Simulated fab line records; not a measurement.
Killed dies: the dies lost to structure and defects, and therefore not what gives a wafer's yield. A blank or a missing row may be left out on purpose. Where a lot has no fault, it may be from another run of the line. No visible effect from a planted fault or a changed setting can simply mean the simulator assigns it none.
Chamber matching | flow nand-harc | 4 sister chambers for NHARC_A_M1_CMP_23 on cmp-03
The step polishes, t overpolish 20 s, target thk 154.34 nm. 8 wafers are shown with their chamber, then 8 later ones without.

## WAFERS PAIRED WITH THEIR CHAMBERS
wafer  | chamber | motor-current-A (A) | time-to-endpoint-s (s)
L077.2 | 2       | 11.0                | 27.9
L077.5 | 1       | 12.0                | 27.8
L078.1 | 2       | 10.0                | 30.9
L078.3 | 1       | 11.9                | 27.0
L079.1 | 3       | 11.3                | 32.8
L079.3 | 0       | 11.4                | 32.9
L079.5 | 0       | 12.1                | 31.8
L087.1 | 3       | 11.7                | 27.9

## WAFERS MISSING THEIR CHAMBER
wafer  | motor-current-A (A) | time-to-endpoint-s (s)
L087.2 | 9.5                 | 28.5
L087.5 | 11.6                | 28.2
L096.2 | 11.9                | 30.4
L096.5 | 12.3                | 28.5
L096.6 | 11.4                | 27.1
L097.2 | 10.8                | 28.1
L097.3 | 11.6                | 28.9
L097.6 | 11.1                | 27.7

## THE CHAMBER EACH PASSED THROUGH
wafer  | from the rows above               | in truth
L087.2 | 2                                 | 2
L087.5 | can't be placed: 1 or 3 or 0 or 2 | 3
L096.2 | can't be placed: 3 or 0 or 1      | 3
L096.5 | can't be placed: 1 or 3 or 0      | 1
L096.6 | can't be placed: 1 or 3 or 2 or 0 | 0
L097.2 | can't be placed: 2 or 3 or 1      | 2
L097.3 | can't be placed: 3 or 1 or 0 or 2 | 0
L097.6 | can't be placed: 3 or 2 or 1 or 0 | 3
Correct placement for 1 of the 8. Cannot be placed on the basis of these rows: 7; the candidates contain the true chamber in 7. Wrongly placed: 0.
How it was worked out, from the rows above alone: a wafer's distance from a chamber is the root of the sum, over the readings, of the square of ((its reading less the chamber's mean) divided by the reading's scatter). The wafer belongs to the nearest chamber; if the next one is less than 2 further off, it can't be placed. A chamber's mean is the mean of its shown wafers. The scatter is the square root of a quotient: the sum, over the shown wafers, of each reading's squared deviation from its chamber's mean, divided by wafers minus chambers.
